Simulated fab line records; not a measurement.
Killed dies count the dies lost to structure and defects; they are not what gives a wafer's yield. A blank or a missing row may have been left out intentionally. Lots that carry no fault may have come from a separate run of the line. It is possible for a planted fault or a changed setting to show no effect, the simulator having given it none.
Comparing a struck lot with a sound one / flow nand_harc / 15 steps out of a route of 1302
Sound: these wafers, L342.1, L342.4, L342.5. Struck: wafers L343.2, L343.4, L343.5. The cause is named last.
At each step with rows: each side's tool, then ch and its chambers, then its first start. Under that, the readings that differ: sound wafers / struck wafers / difference of the means / sigmas: that difference in standard deviations of wafers without a fault.
alike: readings with means less than 2 such deviations apart, plus words and numbers identical on both sides. not compared: withheld readings, readings lacking a value on some wafer, bounds such as >300 that could conceal the same value, and numbers that have no deviation in the record and whose values overlap.
A row with sigmas, a row that says differs or no value, or rows on one side alone: a step with any of these is where the two part. When numbers do not overlap yet have no deviation, they are printed without sigmas and do not part them. A reading that every wafer of one side lacks parts them only if that side has two wafers or more.

NHARC_P_ZERO_WELL_CD_MEAS_24: target cd 720 nm.
  sound on cd_sem-03 ch 0, day 6 02:35; struck on cd_sem-02 ch 0, day 6 12:28
  alike: cd_nm
then, 1 step without rows for these wafers: NHARC_P_ZERO_WELL_HARDBAKE_25 (time 80 s).
NHARC_P_ZERO_WELL_DESCUM_26: chemistry O2, time 3 s.
  sound on rie_diel-03 ch 1,2,3, day 6 02:46; struck on rie_diel-02 ch 1,3, day 6 12:41
  alike: drypump_motor_current_A, mfc_ar_sccm, oes_product_au, rf_vpp_V, showerhead_plenum_p_Torr, throttle_valve_pct
  not compared: rf_hours_counter_h
then, 9 steps without rows for these wafers: NHARC_P_ZERO_WELL_IMPLANT_27; NHARC_P_ZERO_WELL_IMPLANT_57; NHARC_P_ZERO_WELL_IMPLANT_58; NHARC_P_ZERO_WELL_STRIP_28 (strips in SPM, time 840 s); NHARC_P_ZERO_WELL_DEHYDRATE_29 (time 120 s); NHARC_P_ZERO_WELL_HMDS_30 (time 30 s); NHARC_P_ZERO_WELL_COAT_31; NHARC_P_ZERO_WELL_SOFTBAKE_32 (time 95 s); NHARC_P_ZERO_WELL_EBR_33.
NHARC_P_ZERO_WELL_EXPOSE_34: exposes mask P PWELL, target cd 720 nm.
  sound on krf_scanner-04 ch 0, day 6 03:56; struck on krf_scanner-04 ch 0, day 6 13:52
reading=exposure_dose_mJ_cm2; sound=22.288 22.314 22.321; struck=22.780 22.789 22.726; difference=+0.457; sigmas=+19
  alike: mask
then, 1 step without rows for these wafers: NHARC_P_ZERO_WELL_PEB_35 (peb time 85 s).
-- jump in the record: it breaks off in module P_ZERO_WELL and resumes in module END (first step shown: number 1302 of the route), and 22 days separate the struck wafers' starts before and after --
NHARC_END_SORT_01:
  the record has rows for the struck wafers here (prober-01 ch 0, day 28 08:25) and none for the sound ones

WHERE THEY PART
First at NHARC_P_ZERO_WELL_EXPOSE_34; last, within this record, at NHARC_END_SORT_01.

WHY: whatever the simulator had introduced
Drift in process parameters on krf_scanner-04 at NHARC_P_ZERO_WELL_EXPOSE_34, starting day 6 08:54. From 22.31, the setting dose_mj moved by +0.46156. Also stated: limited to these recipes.
